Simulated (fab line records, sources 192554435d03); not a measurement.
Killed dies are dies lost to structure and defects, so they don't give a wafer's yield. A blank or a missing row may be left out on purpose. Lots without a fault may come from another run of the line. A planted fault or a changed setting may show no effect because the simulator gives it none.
fab line records | flow n5_finfet
record lots=4 wafers=12 last_day=17
route steps=1938 shown BEOL_M7@1323 BEOL_M8@1332 PASSIVATION@1936
lots that met no fault: from a run of the same line without faults
start_h: hours from the record's first day to the start of the lot's first wafer shown | wait_h: hours since the lot's step before | " the same as in the row above | L1.1+2: a row that stands for several wafers | - no value, or no start given | * or withheld: withheld | < > ~ a bound
route shown NAME@n: a module of which the file shows steps, and the number in the route of the first | usual: mean/standard deviation of fault-free wafers | same: alike in all rows | chamber/n: place in a boat | sites: the reading at each site | _std_site: their standard deviation | _edge_site: outer sites' mean less inner sites' | radius_mm: how far each site lies from the wafer's centre | mask NAME#n: copy n | behind: the tool/chamber that last shaped the wafer | hold: why the lot was held/for how many hours/how that ended | device: the transistor (n, p or np) that didn't switch | end of line: the same wafers' tests at the end of the route | a step without rows: its recipe alone | killed: dies lost to structure and defects at the first sort, not the wafer's yield | map: a wafer's dies, x killed, . not, _ none there
set.NAME: the setting as run; set.NAME@STEP: as run at that earlier step | model.NAME: the simulator's own value behind a step, which no gauge read
lots at some steps of the route; a table a step, a row a wafer
services: from which hour (start_h, from the record's first day; less than 0 if before it) a tool's chamber was out of use, for how many hours, and why
## steps
# step N5_BEOL_M7_SPUTTER_48
# recipe material=Cu target_thk_a=100 temp_c=-20 bias_v=60 power_w=26000 chamber_pressure_pa=0.13 time_s=1.667
# step N5_BEOL_M7_ECD_50
# recipe material=Cu target_thk_a=3000
# step N5_BEOL_M7_ANNEAL_51
# recipe temp_c=225 time_s=90 ambient=N2
# step N5_BEOL_M7_CMP_52
# recipe stop_on=SiCOH_lowk t_overpolish_s=6.9 down_force_psi=1 platen_rpm=50 clearing_platen_down_force_psi=1.5 clearing_platen_rpm=50 post_cmp_clean=cu_alkaline target_thk_nm=80 clearing_platen_pad_velocity_m_s=0.99484 pad_velocity_m_s=0.99484
# step N5_BEOL_M7_PRE_CLEAN_55
# recipe gas=NH3 time_s=15 temp_c=withheld rf_power_w=300
# step N5_BEOL_M7_DEP_56
# recipe material=SiCN target_thk_a=100 temp_c=withheld precursor=3MS/NH3 pressure_torr=3 rf_w=202 time_s=17.5
# step N5_BEOL_M8_ILD_DEP_00
# recipe material=SiCOH_lowk target_thk_a=1797.5 temp_c=300 precursor=DEMS/porogen pressure_torr=5 rf_w=500 time_s=33.4
# step N5_BEOL_M8_CURE_74
# recipe temp_c=385 time_s=240 ambient=He/Ar material=SiCOH_lowk
# step N5_BEOL_M8_PECVD_70
# recipe material=SiO2 target_thk_a=200 temp_c=400 precursor=TEOS/O2 pressure_torr=5.5 rf_w=450 teos_flow_sccm=53.8 gas=O2 flow_sccm=3000 time_s=22.7
# usual chamber_pressure_Torr=5.500/0.015 heater_power_outer_w=375/55 heater_power_w=654/92 rf_fwd_power_W=445.7/1.6 showerhead_plenum_p_Torr=8.78/0.065 susceptor_temp_C=400.00/0.23 throttle_valve_pct=22.6/0.91
# columns lot.wafer tool chamber start_h wait_h chamber_pressure_Torr heater_power_outer_w heater_power_w rf_fwd_power_W showerhead_plenum_p_Torr susceptor_temp_C throttle_valve_pct model.SiO2_of_BEOL_M8_PECVD_70.thk_nm
L592.2 pecvd-02 1 197.26 0.0 5.499 381 685 445.6 8.90 400.10 23.3 19.8
L592.4 " 0 " " 5.486 365 577 446.1 8.73 399.97 23.5 20
L592.6 " 1 " " 5.476 387 706 446.7 8.91 400.09 23.4 19.8
L609.1 pecvd-02 2 313.71 0.0 5.503 439 717 445.7 8.70 400.14 22.4 19.6
L609.3 " 1 " " 5.487 491 834 443.8 8.91 409.94 23.5 17.8
L609.6 " 1 " " 5.490 509 829 444.0 8.91 409.69 23.3 18.4
L608.1 pecvd-02 2 313.87 0.0 5.482 416 717 444.5 8.70 400.13 22.3 19.4
L608.3 " 1 " " 5.486 509 842 443.7 8.91 409.77 23.8 18.2
L608.4 " 2 " " 5.524 416 728 444.0 8.67 400.03 22.3 19.6
L613.1 pecvd-04 1 329.26 0.0 5.480 345 608 446.8 8.74 399.84 23.9 20.2
L613.3 " 2 " " 5.497 421 765 445.6 8.81 399.80 20.3 19.8
L613.4 " 0 " " 5.504 349 632 445.6 8.82 399.67 24.2 20.2
# step N5_BEOL_M8_HM_DEP_02
# recipe material=TiN target_thk_a=200 temp_c=25 chamber_pressure_pa=0.49996
# step N5_BEOL_M8_COAT_59
# recipe resist=SOC temp_c=250 time_s=60 spin_rpm=1500 resist_thk_nm=100
# step N5_BEOL_M8_COAT_60
# recipe resist=SiARC temp_c=220 time_s=60 spin_rpm=1500 resist_thk_nm=35
# step N5_BEOL_M8_COAT_05
# recipe resist=CAR-ArF spin_rpm=1500 resist_thk_nm=90
# step N5_BEOL_M8_EBR_07
# recipe solvent=PGMEA ebr_width_mm=1.5
# step N5_BEOL_M8_SOFTBAKE_06
# recipe temp_c=110 time_s=60 resist=CAR-ArF
# step N5_BEOL_M8_EXPOSE_08
# recipe mask_id=M8 na=1.35 source_shape=dipole sigma_inner=0.817 sigma_outer=0.97 polarization=te dose_mj=68.25
# step N5_BEOL_M8_PEB_09
# recipe peb_temp_c=withheld peb_time_s=60 resist=CAR-ArF
# step N5_BEOL_M8_DEVELOP_10
# recipe develop_time_s=30 developer=TMAH resist=CAR-ArF rinse_liquid=diw dry=air_spin dev_temp_c=23
# step N5_BEOL_M8_DESCUM_16
# recipe chemistry=O2 time_s=7.9 source_power_w=50 bias_power_w=20 pressure_mtorr=20 rf_frequency_hz=2.712e+07 temp_c=40 resist=CAR-ArF o2_flow_sccm=225
# step N5_BEOL_M8_ETCH_61
# recipe chemistry=CF4 target=SiARC target_depth_a=455 mask_material=CAR-ArF time_s=75.8 ion_energy_ev=80 pressure_mtorr=40 source_w=545 bias_w=36 Ar_flow_sccm=100 cf4_flow_sccm=100 ends=cleared
# step N5_BEOL_M8_ETCH_62
# recipe chemistry=N2/H2 target=SOC target_depth_a=1100 overetch_a=220 mask_material=SiARC temp_c=40 time_s=165 ion_energy_ev=200 pressure_mtorr=30 source_w=840 bias_w=150 n2_flow_sccm=200 h2_flow_sccm=200
# step N5_BEOL_M8_STRIP_68
# recipe chemistry=N2/H2 temp_c=40 n2_flow_sccm=200 h2_flow_sccm=200 rf_frequency_hz=6e+07
# step N5_BEOL_M8_STRIP_67
# recipe chemistry=CF4 resist=SiARC power_w=300 bias_power_w=75 pressure_mtorr=50 cf4_flow_sccm=150 rf_frequency_hz=6e+07
# step N5_BEOL_M8_HM_OPEN_17
# recipe chemistry=Cl2/BCl3 target_depth_a=200 overetch_a=60 target=TiN mask_material=SOC ion_energy_ev=150 pressure_mtorr=10 icp_w=1000 bias_w=126 Cl2_flow_sccm=53.25 bcl3_flow_sccm=21.75 Ar_flow_sccm=25
# step N5_BEOL_M8_STRIP_19
# recipe chemistry=O2 power_w=400 temp_c=40 pressure_mtorr=30 rf_frequency_hz=6e+07 bias_power_w=0 overash_fraction=0.2 o2_flow_sccm=225
# step N5_BEOL_M8_COAT_63
# recipe resist=SOC temp_c=250 time_s=60 spin_rpm=1500 resist_thk_nm=60
# step N5_BEOL_M8_COAT_64
# recipe resist=SiARC temp_c=220 time_s=60 spin_rpm=1500 resist_thk_nm=12
# step N5_BEOL_M8_COAT_71
# recipe resist=underlayer temp_c=205 time_s=60 spin_rpm=1500 resist_thk_nm=5
# step N5_BEOL_M8_COAT_22
# recipe resist=CAR-EUV spin_rpm=1500 resist_thk_nm=30
# step N5_BEOL_M8_EBR_24
# recipe solvent=PGMEA ebr_width_mm=1.5
# step N5_BEOL_M8_SOFTBAKE_23
# recipe temp_c=110 time_s=60 resist=CAR-EUV
# step N5_BEOL_M8_EXPOSE_25
# recipe mask_id=V7 na=0.33 source_shape=annular sigma_inner=0.4 sigma_outer=0.8 polarization=unpolarized target_cd_nm=40 dose_mj=42.5
# step N5_BEOL_M8_PEB_26
# recipe peb_temp_c=100 peb_time_s=60 resist=CAR-EUV
# step N5_BEOL_M8_DEVELOP_27
# recipe develop_time_s=30 developer=TMAH resist=CAR-EUV rinse_liquid=surfactant_rinse dry=air_spin dev_temp_c=23
# step N5_BEOL_M8_HM_STRIP_39
# recipe chemistry=peroxide_tin_strip material=TiN target_depth_a=250 temp_c=50 time_s=158
# columns lot.wafer tool chamber start_h wait_h model.SiO2_of_BEOL_M8_PECVD_70.thk_nm
L592.2 wet_bench-05 3 202.69 0.0 19.6
L592.4+6 " 2,7 " " 19.8
L609.1 wet_bench-03 6 318.82 0.0 19.6
L609.3 " 7 " " 17.8
L609.6 " 1 " " 18.2
L608.1 wet_bench-05 2 319.46 0.0 19.2
L608.3 " 6 " " 18
L608.4 " 3 " " 19.6
L613.1+4 wet_bench-06 7,2 334.73 0.0 20
L613.3 " 0 " " 19.6
# step N5_PASSIVATION_PROBE_49
# usual defect_limited_yield=91.4/1.5 killed_at_M0_to_M3=36/11 killed_at_M4_up=14/6 killed_at_contacts=11/6 killed_at_front_end=37/11 killed_at_other=4/3.4 killed_dies=102/18 killed_open=66/13 killed_short=34/7.8 sort_bin_4_leakage=0.00/0.017 sort_bin_5_function=5.0/0.97 sort_bin_6_memory=3.2/0.7 sort_n_pass=1078/19 sort_yield_pct=91.3/1.6
# same gross_dies=1180 killed_at_back_side=0 sort_bin_8_speed[%]=0
# columns lot.wafer tool chamber start_h wait_h defect_limited_yield[%] killed_at_M0_to_M3 killed_at_M4_up killed_at_contacts killed_at_front_end killed_at_other killed_dies killed_open killed_short sort_bin_4_leakage[%] sort_bin_5_function[%] sort_bin_6_memory[%] sort_n_pass sort_yield_pct[%]
L592.2 prober-01 - 271.77 0.1 91.3 27 14 10 41 11 103 65 37 0 5.3 3.1 1077 91.3
L592.4 prober-01 - 271.87 0.2 90.8 39 19 16 31 3 108 73 31 0 6.0 3.1 1072 90.8
L592.6 prober-01 - 271.97 0.3 92.3 42 16 4 23 6 91 55 33 0 4.8 2.5 1089 92.3
# killed by level:class
L592.2 FIN_SAQP:geometric_particle:short=10 BEOL_M3:geometric_particle:open=8 DUMMY_GATE:geometric_particle:open=8 BEOL_M4:geometric_particle:open=8 MOL_CONTACT_COAG:geometric_particle:open=7 FIN_SAQP:geometric_particle:open=6 BEOL_M0_SAQP:geometric_particle:short=6 STARTING-WAFER:geometric_particle:short=5
L592.4 MOL_CONTACT_COAG:geometric_particle:open=12 BEOL_M3:geometric_particle:open=12 FIN_SAQP:geometric_particle:open=7 BEOL_M1:geometric_particle:open=7 GATE_CUT:geometric_particle:open=6 GATE_CUT:geometric_particle:short=6 BEOL_M3:geometric_particle:short=5 BEOL_M4:geometric_particle:open=5
L592.6 BEOL_M0_SAQP:geometric_particle:open=11 BEOL_M0_SAQP:geometric_particle:short=9 BEOL_M2:geometric_particle:open=7 FIN_SAQP:geometric_particle:open=6 FIN_SAQP:geometric_particle:short=5 BEOL_M1:geometric_particle:open=5 BEOL_M3:geometric_particle:open=5 BEOL_M4:geometric_particle:open=5
## services
# columns tool chamber start_h hours kind
wet_bench-05 - 188.75 2.9 repair
pecvd-02 1 205.67 4.9 repair
wet_bench-03 - 260.60 3.7 repair
pecvd-04 2 272.32 2.5 repair
pecvd-02 - 317.36 0.8 repair
## key
first_sign step=N5_BEOL_M8_PECVD_70 reading=susceptor_temp_C direction=up sigmas=43 usual=* struck=*
effect none on later readings
model_effect step=N5_BEOL_M8_PECVD_70 value=SiO2_of_BEOL_M8_PECVD_70.thk_nm without=19.47 struck=18.13
model_effect step=N5_BEOL_M8_HM_STRIP_39 value=SiO2_of_BEOL_M8_PECVD_70.thk_nm without=19.33 struck=18
met_at N5_BEOL_M8_PECVD_70
struck_wafers L608.3,L609.3,L609.6
onset_between 197.26 313.71
fault kind=process_parameter_drift tool=pecvd-02 chamber=1 onset_h=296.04 steps=N5_BEOL_M8_PECVD_70 channel=temp_c offset=* shape=step end_h=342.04 acts_in=* stated=*
